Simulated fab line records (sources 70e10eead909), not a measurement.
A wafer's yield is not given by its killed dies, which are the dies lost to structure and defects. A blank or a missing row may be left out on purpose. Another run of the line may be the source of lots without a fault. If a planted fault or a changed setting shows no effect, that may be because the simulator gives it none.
Which of the tools did it? ; flow nand_harc ; Sampling: 24 lots, 72 wafers, 6 of 1302 route steps

## WHAT THE GAUGES READ, wafer by wafer
NHARC_P_M1_THK_MEAS_24: measures by xrf.
lot;measured;on;thk_nm (nm)
L074;day 6 02:09;film_metro-02;159.6 157.9 158.2
L075;day 7 00:04;film_metro-02;158.2 154.9 157.2
L076;day 7 08:13;film_metro-02;157.8 157.7 160.6
L077;day 7 14:50;film_metro-02;155.8 154.1 160.6
L078;day 8 03:07;film_metro-01;156.2 155.0 157.7
L079;day 8 14:11;film_metro-02;158.3 154.5 156.6
L080;day 8 16:23;film_metro-01;160.0 157.3 158.1
L081;day 9 05:43;film_metro-02;153.7 156.3 156.4
L082;day 9 15:34;film_metro-02;158.4 157.0 156.8
L083;day 10 04:43;film_metro-01;155.3 155.3 156.7
L084;day 10 15:12;film_metro-02;157.0 158.4 156.1
L085;day 11 00:08;film_metro-01;158.8 155.1 156.2
L086;day 11 03:53;film_metro-02;157.4 157.1 157.9
L087;day 11 17:57;film_metro-01;157.1 156.6 160.5
L088;day 12 16:30;film_metro-01;159.2 158.4 158.8
L089;day 12 17:36;film_metro-01;156.9 156.3 162.8
L090;day 13 10:56;film_metro-01;158.9 157.9 156.8
L091;day 13 16:39;film_metro-01;157.4 158.0 159.9
L092;day 13 17:19;film_metro-01;157.4 157.9 159.8
L093;day 14 11:07;film_metro-01;157.9 157.9 154.9
L094;day 14 11:31;film_metro-02;156.5 159.3 155.5
L095;day 14 21:22;film_metro-01;162.1 157.7 159.1
L096;day 15 07:34;film_metro-01;157.8 159.6 160.7
L097;day 16 02:29;film_metro-01;157.5 159.6 158.0

NHARC_P_BONDPAD_CD_MEAS_09: the cd target is 500 nm.
lot;measured;on;cd_nm (nm)
L074;day 6 08:05;cd_sem-03;497.8 495.7 499.6
L075;day 7 06:08;cd_sem-01;500.1 498.2 495.1
L076;day 7 14:28;cd_sem-02;500.6 497.3 494.7
L077;day 7 21:11;cd_sem-01;501.8 498.1 498.7
L078;day 8 10:10;cd_sem-03;496.0 500.0 497.9
L079;day 8 20:18;cd_sem-02;500.9 497.5 503.8
L080;day 8 22:21;cd_sem-03;496.8 502.0 502.5
L081;day 9 11:50;cd_sem-01;500.4 496.6 499.6
L082;day 9 21:34;cd_sem-03;496.7 500.2 496.6
L083;day 10 10:36;cd_sem-02;496.5 501.6 503.1
L084;day 10 21:16;cd_sem-02;502.2 502.0 501.8
L085;day 11 06:08;cd_sem-02;499.5 497.6 496.9
L086;day 11 10:02;cd_sem-03;502.7 498.8 496.2
L087;day 12 00:34;cd_sem-03;498.3 496.4 496.0
L088;day 12 22:43;cd_sem-03;501.9 498.5 503.8
L089;day 12 23:41;cd_sem-01;501.7 501.9 502.4
L090;day 13 17:04;cd_sem-03;498.2 497.7 498.7
L091;day 13 22:44;cd_sem-03;495.0 500.2 499.7
L092;day 13 23:26;cd_sem-03;500.3 500.2 495.6
L093;day 14 17:08;cd_sem-03;502.5 504.2 498.1
L094;day 14 17:35;cd_sem-01;502.7 501.6 504.6
L095;day 15 03:25;cd_sem-03;499.3 497.7 497.9
L096;day 15 13:42;cd_sem-03;499.9 504.4 498.7
L097;day 16 08:26;cd_sem-03;497.7 498.3 497.3

NHARC_P_BONDPAD_OVL_MEAS_38.
lot;measured;on;overlay_x_nm (nm);overlay_y_nm (nm)
L074;day 6 08:10;overlay-01;4 4 4;-6 -5 -6
L075;day 7 06:13;overlay-01;7 7 7;2 2 2
L076;day 7 14:33;overlay-02;6 7 6;-8 -8 -8
L077;day 7 21:17;overlay-01;-1 -1 -1;11 11 11
L078;day 8 10:15;overlay-01;-6 -7 -7;1 0 1
L079;day 8 20:23;overlay-02;-1 -1 -1;-4 -4 -4
L080;day 8 22:26;overlay-01;-7 -6 -6;6 5 6
L081;day 9 11:55;overlay-02;10 10 10;-17 -17 -17
L082;day 9 21:40;overlay-01;-6 -7 -7;12 12 12
L083;day 10 10:41;overlay-02;7 8 7;0 0 1
L084;day 10 21:21;overlay-02;-8 -8 -8;-1 -1 -1
L085;day 11 06:13;overlay-02;-1 -1 0;0 -1 0
L086;day 11 10:07;overlay-02;0 -1 -1;8 8 8
L087;day 12 00:39;overlay-01;3 2 3;-3 -3 -3
L088;day 12 22:48;overlay-01;-6 -5 -6;-9 -8 -9
L089;day 12 23:47;overlay-02;18 19 17;-1 -1 -1
L090;day 13 17:10;overlay-02;-8 -7 -8;5 5 5
L091;day 13 22:49;overlay-02;8 7 8;6 5 6
L092;day 13 23:31;overlay-01;-9 -8 -9;-1 -1 -1
L093;day 14 17:13;overlay-02;8 8 8;6 6 6
L094;day 14 17:40;overlay-01;1 1 1;-7 -8 -7
L095;day 15 03:30;overlay-01;-3 -3 -2;0 1 0
L096;day 15 13:47;overlay-02;3 3 3;0 0 0
L097;day 16 08:31;overlay-01;5 5 5;2 2 2

NHARC_A_ONON_D1_THK_MEAS_14: measures by ellipsometry.
lot;measured;on;thk_nm (nm)
L074;day 7 11:56;film_metro-02;1000 1000 1000
L075;day 8 12:25;film_metro-01;1008 1007 1007
L076;day 8 20:13;film_metro-02;986 990 986
L077;day 9 05:28;film_metro-01;988 988 987
L078;day 9 18:06;film_metro-01;991 992 993
L079;day 10 00:45;film_metro-01;1000 999 999
L080;day 10 00:47;film_metro-02;1002 1002 1001
L081;day 10 16:49;film_metro-02;998 997 998
L082;day 11 01:49;film_metro-01;997 996 999
L083;day 11 18:28;film_metro-02;1000 1001 1001
L084;day 12 05:14;film_metro-01;999 1000 998
L085;day 12 12:28;film_metro-01;1000 1002 1001
L086;day 12 12:49;film_metro-01;1000 1003 1003
L087;day 13 05:13;film_metro-02;1006 1004 1005
L088;day 14 04:53;film_metro-01;996 996 996
L089;day 14 04:55;film_metro-02;997 997 997
L090;day 14 22:53;film_metro-01;999 1000 1000
L091;day 15 07:05;film_metro-01;991 993 990
L092;day 15 07:07;film_metro-02;1011 1010 1009
L093;day 16 00:15;film_metro-02;992 992 992
L094;day 16 00:04;film_metro-02;992 990 990
L095;day 16 08:37;film_metro-01;991 989 990
L096;day 16 17:49;film_metro-01;1012 1013 1014
L097;day 17 13:08;film_metro-01;1007 1008 1007

## WHAT TOOL EACH LOT RAN ON (gives the tool, then ch and the chambers of the sampled wafers, and finally the start)
lot;NHARC_P_M2_ETCH_35;NHARC_P_M2_STRIP_18
L074;rie_diel-10 ch 1,2,3, day 6 03:52;rie_diel-04 ch 0,3, day 6 04:11
L075;rie_diel-04 ch 0,2, day 7 01:47;rie_diel-11 ch 0,1,2, day 7 02:07
L076;rie_diel-11 ch 0,1,2, day 7 10:02;rie_diel-04 ch 2,3, day 7 10:25
L077;rie_diel-04 ch 0,3, day 7 16:46;rie_diel-04 ch 0,2, day 7 17:05
L078;rie_diel-11 ch 2,3, day 8 05:37;rie_diel-11 ch 2,3, day 8 05:56
L079;rie_diel-11 ch 1,2,3, day 8 16:02;rie_diel-11 ch 1,2, day 8 16:20
L080;rie_diel-10 ch 0,2, day 8 18:13;rie_diel-11 ch 0,1,3, day 8 18:32
L081;rie_diel-04 ch 0,1,3, day 9 07:33;rie_diel-11 ch 1,2,3, day 9 07:52
L082;rie_diel-10 ch 2,3, day 9 17:16;rie_diel-04 ch 1,3, day 9 17:35
L083;rie_diel-11 ch 0,1, day 10 06:25;rie_diel-10 ch 0,2,3, day 10 06:44
L084;rie_diel-10 ch 0,2, day 10 17:04;rie_diel-04 ch 0,2, day 10 17:25
L085;rie_diel-11 ch 0,1,2, day 11 01:50;rie_diel-10 ch 1,3, day 11 02:11
L086;rie_diel-04 ch 0,1,2, day 11 05:53;rie_diel-04 ch 0,1,2, day 11 06:11
L087;rie_diel-04 ch 0,1,2, day 11 20:26;rie_diel-10 ch 0,1,3, day 11 20:46
L088;rie_diel-10 ch 0,3, day 12 18:26;rie_diel-10 ch 0,1,3, day 12 18:44
L089;rie_diel-10 ch 2,3, day 12 19:25;rie_diel-04 ch 0,1, day 12 19:42
L090;rie_diel-10 ch 0,1,2, day 13 12:46;rie_diel-11 ch 0,2,3, day 13 13:04
L091;rie_diel-10 ch 0,1,3, day 13 18:29;rie_diel-04 ch 0,2,3, day 13 18:49
L092;rie_diel-11 ch 1,2, day 13 19:10;rie_diel-10 ch 1,2,3, day 13 19:31
L093;rie_diel-04 ch 0,2, day 14 12:52;rie_diel-10 ch 0,3, day 14 13:10
L094;rie_diel-04 ch 1,2, day 14 13:19;rie_diel-11 ch 0,3, day 14 13:37
L095;rie_diel-04 ch 1,2,3, day 14 23:05;rie_diel-11 ch 1,3, day 14 23:22
L096;rie_diel-11 ch 0,3, day 15 09:24;rie_diel-11 ch 0,1,3, day 15 09:43
L097;rie_diel-04 ch 0,2,3, day 16 04:19;rie_diel-10 ch 0,2,3, day 16 04:36
- NHARC_P_M2_ETCH_35: etches the open film in N2/H2, target depth 40 nm, overetch 12 nm, time 43.94 s.
- NHARC_P_M2_STRIP_18: strips in N2/H2.

## WHAT THE TOOLS THEMSELVES READ (means of the sampled wafers that have a number; where no wafer has one, the mark that the record gives instead)
NHARC_P_M2_ETCH_35.
lot;tool;drypump_motor_current_A (A);oes_product_au (a.u.);rf_vpp_V (V);showerhead_plenum_p_Torr (Torr);throttle_valve_pct (%)
L074;rie_diel-10;5.8;0.987;430.9;2.04;14.179
L075;rie_diel-04;5.5;1.008;435.1;2.19;14.166
L076;rie_diel-11;5.7;0.987;430.9;2.06;14.174
L077;rie_diel-04;6.0;1.002;434.8;2.18;14.160
L078;rie_diel-11;6.2;0.994;430.8;2.06;14.180
L079;rie_diel-11;5.7;0.997;432.3;2.10;14.172
L080;rie_diel-10;5.7;0.993;429.4;2.01;14.171
L081;rie_diel-04;5.5;0.991;434.7;2.19;14.169
L082;rie_diel-10;5.9;0.998;430.9;2.03;14.172
L083;rie_diel-11;5.1;0.991;431.6;2.09;14.167
L084;rie_diel-10;5.7;0.992;429.8;2.01;14.170
L085;rie_diel-11;5.7;0.999;430.5;2.06;14.167
L086;rie_diel-04;5.3;0.987;435.5;2.18;14.169
L087;rie_diel-04;5.3;0.993;434.4;2.18;14.176
L088;rie_diel-10;5.9;1.008;433.0;2.11;14.173
L089;rie_diel-10;6.2;1.007;431.4;2.08;14.176
L090;rie_diel-10;5.6;1.006;430.7;2.03;14.169
L091;rie_diel-10;5.8;0.998;432.3;2.09;14.170
L092;rie_diel-11;6.0;1.000;430.5;2.03;14.165
L093;rie_diel-04;5.6;1.014;434.8;2.19;14.174
L094;rie_diel-04;5.4;0.986;433.9;2.17;14.173
L095;rie_diel-04;5.6;0.991;434.3;2.17;14.166
L096;rie_diel-11;5.5;1.025;432.9;2.14;14.170
L097;rie_diel-04;5.8;1.016;433.7;2.18;14.181

NHARC_P_M2_STRIP_18.
lot;tool;drypump_motor_current_A (A);oes_product_au (a.u.);rf_vpp_V (V);showerhead_plenum_p_Torr (Torr);throttle_valve_pct (%)
L074;rie_diel-04;6.0;1.010;91.5;2.18;14.164
L075;rie_diel-11;5.7;0.994;90.6;2.06;14.168
L076;rie_diel-04;6.0;1.021;91.3;2.17;14.172
L077;rie_diel-04;5.6;1.011;91.6;2.19;14.167
L078;rie_diel-11;6.2;0.997;91.3;2.06;14.172
L079;rie_diel-11;6.0;0.991;91.0;2.04;14.170
L080;rie_diel-11;5.4;1.005;90.9;2.12;14.167
L081;rie_diel-11;5.7;0.998;91.3;2.10;14.168
L082;rie_diel-04;5.2;0.992;91.7;2.18;14.175
L083;rie_diel-10;5.9;0.990;91.0;2.07;14.170
L084;rie_diel-04;5.7;1.001;91.2;2.17;14.166
L085;rie_diel-10;6.1;0.984;90.1;2.10;14.172
L086;rie_diel-04;5.3;0.989;91.0;2.18;14.177
L087;rie_diel-10;5.8;1.002;91.5;2.09;14.168
L088;rie_diel-10;5.8;1.005;91.1;2.09;14.167
L089;rie_diel-04;5.2;1.000;91.3;2.20;14.158
L090;rie_diel-11;5.9;1.007;90.8;2.08;14.156
L091;rie_diel-04;5.8;1.001;92.4;2.18;14.164
L092;rie_diel-10;5.8;0.991;91.7;2.04;14.174
L093;rie_diel-10;5.9;1.004;91.6;2.11;14.162
L094;rie_diel-11;5.6;1.007;91.4;2.10;14.174
L095;rie_diel-11;5.1;1.004;91.4;2.13;14.172
L096;rie_diel-11;5.3;1.006;90.3;2.12;14.167
L097;rie_diel-10;5.9;1.007;91.2;2.07;14.178

## THE ANSWER, worked out from the rows above alone
Rule: usual is defined by the lots themselves. Put in order of their means at a reading, lots are off if they are a third of the lots or fewer, leave a main group of 4 or more, and stand apart from it by a gap of 3 or more times the standard deviation of the main group's means; of several such gaps the widest counts. A main group whose means are all the same, to the digits that the tables above print for the reading, isn't used. Also off: a lot with no number at a reading for which 4 or more lots have one. Where the step has rows for the other lots, those lots are counted as sound. Order of review: gauges by route order, followed by the tools' own readings, for which a lot's mean as printed above is used. The first step at which some lot is off is used, and at that step the reading that is off furthest; a lot without a number counts as furthest.
No lot is off at any reading shown: from this, nothing can be told.

## WHAT HAD BEEN PUT IN BY THE SIMULATOR
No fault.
